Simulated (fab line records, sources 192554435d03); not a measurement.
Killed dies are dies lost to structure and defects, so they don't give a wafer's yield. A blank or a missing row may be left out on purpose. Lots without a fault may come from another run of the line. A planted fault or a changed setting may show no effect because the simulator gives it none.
fab line records | flow n5_finfet | part 2 of 2: steps 5 to 6 of 6
record lots=24 wafers=72 last_day=18
route steps=1938 shown GATE_CUT@507 MOL_CONTACT_COAG@529
lots that met no fault: from a run of the same line without faults
start_h: hours from the record's first day to the start of the lot's first wafer shown | wait_h: hours since the lot's step before | " the same as in the row above | L1.1+2: a row that stands for several wafers | - no value, or no start given | * or withheld: withheld | < > ~ a bound
route shown NAME@n: a module of which the file shows steps, and the number in the route of the first | usual: mean/standard deviation of fault-free wafers | same: alike in all rows | chamber/n: place in a boat | sites: the reading at each site | _std_site: their standard deviation | _edge_site: outer sites' mean less inner sites' | radius_mm: how far each site lies from the wafer's centre | mask NAME#n: copy n | behind: the tool/chamber that last shaped the wafer | hold: why the lot was held/for how many hours/how that ended | device: the transistor (n, p or np) that didn't switch | end of line: the same wafers' tests at the end of the route | a step without rows: its recipe alone | killed: dies lost to structure and defects at the first sort, not the wafer's yield | map: a wafer's dies, x killed, . not, _ none there
set.NAME: the setting as run; set.NAME@STEP: as run at that earlier step | model.NAME: the simulator's own value behind a step, which no gauge read
steps of the route over a sample of lots; a table a step, a row a wafer
services: from which hour (start_h, from the record's first day; less than 0 if before it) a tool's chamber was out of use, for how many hours, and why
## steps
# step N5_MOL_CONTACT_COAG_ETCH_106
# recipe chemistry=N2/H2 target=SOC target_depth_a=800 overetch_a=160 mask_material=SiARC temp_c=40 time_s=120 ion_energy_ev=200 pressure_mtorr=30 source_w=840 bias_w=150 n2_flow_sccm=200 h2_flow_sccm=200
# usual drypump_motor_current_A=5.7/0.34 oes_product_au=0.71/0.079 rf_vpp_V=524.3/2.7 showerhead_plenum_p_Torr=2.54/0.093 throttle_valve_pct=17.83/0.25
# same time_s=120
# columns lot.wafer tool chamber start_h wait_h drypump_motor_current_A oes_product_au rf_hours_counter_h rf_vpp_V showerhead_plenum_p_Torr throttle_valve_pct
L074.1 rie_diel-01 1 86.30 0.0 5.9 0.75 71 527.6 2.68 17.56
L074.3 " 2 " " 6.2 0.63 235 525.0 2.60 17.97
L074.5 " 1 " " 6.0 0.75 - 527.8 2.68 17.56
L075.3 rie_diel-03 3 99.45 0.0 5.6 0.78 33 526.2 2.59 17.57
L075.4 " 0 " " 5.5 0.65 163 528.2 2.63 18.14
L075.6 " 0 " " 5.5 0.65 - 528.7 2.63 18.15
L076.1 rie_diel-03 0 107.43 0.0 5.6 0.64 165 525.7 2.63 18.17
L076.3 " 3 " " 5.6 0.78 35 527.1 2.59 17.61
L076.6 " 0 " " 5.5 0.65 - 526.2 2.63 18.14
L077.1 rie_diel-01 2 111.90 0.0 6.2 0.63 243 526.5 2.59 18.00
L077.3 " 3 " " 5.1 0.61 237 519.9 2.40 17.99
L077.5 " 2 " " 6.2 0.63 - 525.3 2.59 17.99
L078.2 rie_diel-05 1 120.50 0.0 5.8 0.80 32 525.4 2.58 17.31
L078.4 " 0 " " 5.8 0.68 - 523.3 2.53 17.79
L078.5 " 2 " " 5.8 0.86 - 522.5 2.52 18.26
L079.3 rie_diel-01 2 122.04 0.0 6.2 0.63 246 525.7 2.59 17.99
L079.4 " 0 " " 6.2 0.73 96 524.4 2.55 17.75
L079.6 " 0 " " 6.2 0.74 - 523.8 2.55 17.77
L080.1 rie_diel-01 2 126.70 0.0 6.2 0.62 247 526.4 2.59 17.99
L080.2 " 3 " " 5.1 0.60 241 519.5 2.39 18.00
L080.6 " 1 " " 6.0 0.73 - 527.9 2.67 17.56
L081.2 rie_diel-05 0 141.97 0.0 5.8 0.67 178 523.5 2.52 17.79
L081.4 " 2 " " 5.9 0.84 15 522.3 2.52 18.28
L081.5 " 0 " " 5.8 0.66 - 523.7 2.52 17.80
L082.2 rie_diel-01 0 143.00 0.0 6.2 0.72 104 524.2 2.54 17.77
L082.4 " 1 " " 5.9 0.73 - 527.3 2.67 17.57
L082.6 " 0 " " 6.2 0.72 - 523.7 2.54 17.76
L083.2 rie_diel-03 1 145.92 0.0 5.4 0.64 200 520.4 2.38 17.84
L083.4 " 1 " " 5.4 0.64 - 521.0 2.38 17.82
L083.5 " 0 " " 5.5 0.64 - 527.1 2.62 18.17
L084.1 rie_diel-03 1 148.58 0.0 5.4 0.64 201 520.0 2.38 17.83
L084.3 " 0 " " 5.5 0.63 180 525.5 2.62 18.17
L084.4 " 0 " " 5.5 0.64 - 527.3 2.62 18.18
L085.3 rie_diel-03 0 161.70 0.0 5.6 0.63 188 524.4 2.62 18.19
L085.5 " 1 " " 5.4 0.64 - 520.0 2.38 17.84
L085.6 " 0 " " 5.6 0.63 - 526.7 2.62 18.19
L086.1 rie_diel-05 2 171.14 0.0 5.8 0.81 20 521.6 2.51 18.29
L086.2 " 3 " " 5.3 0.84 9 523.4 2.48 17.96
L086.5 " 2 " " 5.8 0.82 - 523.7 2.51 18.31
L087.2 rie_diel-05 2 173.74 0.0 5.8 0.82 21 522.9 2.51 18.29
L087.4 " 1 " " 5.8 0.77 48 525.1 2.57 17.33
L087.6 " 3 " " 5.3 0.83 - 520.8 2.48 17.96
L088.2 rie_diel-03 1 179.23 0.0 5.4 0.63 215 520.4 2.38 17.86
L088.3 " 3 " " 5.6 0.74 64 524.0 2.58 17.66
L088.5 " 1 " " 5.4 0.63 - 520.1 2.38 17.86
L089.2 rie_diel-01 2 182.44 0.0 6.2 0.85 17 524.8 2.58 17.68
L089.4 " 1 " " 5.9 0.71 113 528.7 2.66 17.63
L089.6 " 2 " " 6.2 0.85 - 525.0 2.58 17.71
L090.1 rie_diel-01 1 190.01 0.0 5.9 0.70 116 527.0 2.66 17.63
L090.5 " 0 " " 6.2 0.70 - 524.4 2.53 17.81
L090.6 " 1 " " 5.9 0.71 - 527.5 2.66 17.63
L091.2 rie_diel-03 3 190.75 0.0 5.6 0.74 68 525.6 2.57 17.67
L091.4 " 0 " " 5.5 0.62 200 525.3 2.61 18.21
L091.6 " 1 " " 5.4 0.63 - 519.7 2.38 17.89
L092.2 rie_diel-03 1 198.23 0.0 5.4 0.62 223 519.2 2.37 17.86
L092.5 " 1 " " 5.4 0.63 - 521.1 2.37 17.87
L092.6 " 0 " " 5.6 0.62 - 525.6 2.61 18.21
L093.3 rie_diel-01 0 204.32 0.0 6.2 0.70 138 522.5 2.53 17.82
L093.4 " 2 " " 6.2 0.82 - 527.4 2.58 17.69
L093.5 " 0 " " 6.2 0.70 - 524.2 2.53 17.84
L094.4 rie_diel-01 0 213.70 0.0 6.2 0.69 140 523.3 2.53 17.82
L094.5 " 0 " " 6.3 0.69 - 524.2 2.53 17.84
L094.6 " 3 " " 5.1 0.83 - 529.1 2.70 17.53
L095.1 rie_diel-05 0 214.86 0.0 5.8 0.66 193 523.4 2.52 17.82
L095.5 " 1 " " 5.8 0.77 - 524.5 2.57 17.34
L095.6 " 2 " " 5.9 0.81 - 522.9 2.51 18.30
L097.1 rie_diel-01 2 228.87 0.0 6.2 0.81 35 524.8 2.58 17.71
L097.4 " 1 " " 5.9 0.70 128 528.0 2.65 17.65
L097.5 " 1 " " 5.9 0.69 - 526.2 2.65 17.64
L096.1 rie_diel-03 0 229.41 0.0 5.5 0.62 213 526.6 2.61 18.24
L096.2 " 3 " " 5.6 0.71 83 526.0 2.57 17.69
L096.3 " 2 " " 5.7 0.65 185 520.0 2.43 17.93
# step N5_MOL_CONTACT_COAG_THK_MEAS_29
# recipe reads=SiNx_of_GATE_CUT_PECVD_57+SiNx_of_GATE_CUT_SAC_CAP_01
# usual MD_CAP_THK=17.91/0.1
# columns lot.wafer tool chamber start_h wait_h MD_CAP_THK[nm]
L074.1 film_metro-01 - 99.91 - 17.91
L074.3 " - " " 17.91
L074.5 " - " " 17.86
L075.3 film_metro-01 - 109.06 - 18.09
L075.4 " - " " 17.92
L075.6 " - " " 17.81
L076.1 film_metro-01 - 115.34 - 17.88
L076.3 " - " " 17.94
L076.6 " - " " 17.84
L077.1 film_metro-02 - 119.00 - 17.83
L077.3 " - " " 17.95
L077.5 " - " " 17.98
L078.2 film_metro-01 - 129.81 - 17.97
L078.4 " - " " 17.82
L078.5 " - " " 18.01
L079.3 film_metro-02 - 132.09 - 17.86
L079.4 " - " " 17.70
L079.6 " - " " 17.69
L080.1 film_metro-02 - 135.13 - 17.78
L080.2 " - " " 17.90
L080.6 " - " " 17.72
L081.2 film_metro-01 - 149.65 - 17.81
L081.4 " - " " 17.77
L081.5 " - " " 17.87
L082.2 film_metro-02 - 151.23 - 18.20
L082.4 " - " " 17.92
L082.6 " - " " 18.20
L083.2 film_metro-01 - 152.77 - 17.91
L083.4 " - " " 17.98
L083.5 " - " " 17.94
L084.1 film_metro-01 - 155.44 - 17.82
L084.3 " - " " 17.69
L084.4 " - " " 17.75
L085.3 film_metro-02 - 168.39 - 17.94
L085.5 " - " " 17.91
L085.6 " - " " 17.97
L086.1 film_metro-02 - 179.01 - 18.03
L086.2 " - " " 18.10
L086.5 " - " " 18.22
L087.2 film_metro-02 - 182.96 - 17.81
L087.4 " - " " 17.83
L087.6 " - " " 18.01
L088.2 film_metro-01 - 189.24 - 17.95
L088.3 " - " " 17.94
L088.5 " - " " 17.93
L089.2 film_metro-01 - 191.41 - 17.78
L089.4 " - " " 17.89
L089.6 " - " " 17.90
L091.2 film_metro-02 - 199.63 - 17.94
L091.4 " - " " 17.89
L091.6 " - " " 18.05
L090.1 film_metro-02 - 199.94 - 17.69
L090.5 " - " " 17.75
L090.6 " - " " 17.82
L092.2 film_metro-02 - 206.57 - 17.83
L092.5 " - " " 17.91
L092.6 " - " " 17.86
L093.3 film_metro-02 - 215.12 - 18.00
L093.4 " - " " 17.82
L093.5 " - " " 17.88
L094.4 film_metro-02 - 224.28 - 17.88
L094.5 " - " " 17.96
L094.6 " - " " 17.87
L095.1 film_metro-02 - 224.55 - 17.77
L095.5 " - " " 17.99
L095.6 " - " " 17.93
L097.1 film_metro-01 - 236.31 0.1 17.98
L097.4 " - " " 17.91
L097.5 " - " " 17.97
L096.1 film_metro-02 - 236.35 - 17.83
L096.2 " - " " 17.93
L096.3 " - " " 18.02
## services
# columns tool chamber start_h hours kind
rie_diel-03 2 60.98 1.8 repair
cmp-02 - 68.55 1.1 repair
plasma_asher-02 - 84.93 11.0 repair
rie_diel-01 - 87.14 1.0 repair
rie_diel-05 2 88.44 - clean
rie_diel-05 2 88.44 - consumable_replace:focus_ring
cmp-03 - 132.68 4.0 pm
rie_diel-01 2 134.57 - clean
rie_diel-01 2 134.57 - consumable_replace:esc
rie_diel-01 2 134.57 - consumable_replace:focus_ring
cmp-01 - 138.97 12.9 pm
rie_diel-01 - 141.22 1.0 repair
rie_diel-05 - 143.37 14.6 pm
rie_diel-03 3 149.91 2.5 repair
cmp-01 - 152.89 1.3 repair
rie_diel-01 3 153.44 - clean
rie_diel-01 3 153.44 - consumable_replace:focus_ring
rie_diel-01 3 153.44 - consumable_replace:showerhead
rie_diel-01 3 153.44 27.5 scheduled_down
rie_diel-01 3 153.44 27.5 vent_cycle
rie_diel-05 - 180.40 15.6 pm
cmp-03 - 200.72 4.6 pm
cmp-03 - 215.20 0.3 repair
cmp-03 - 218.81 6.2 pm
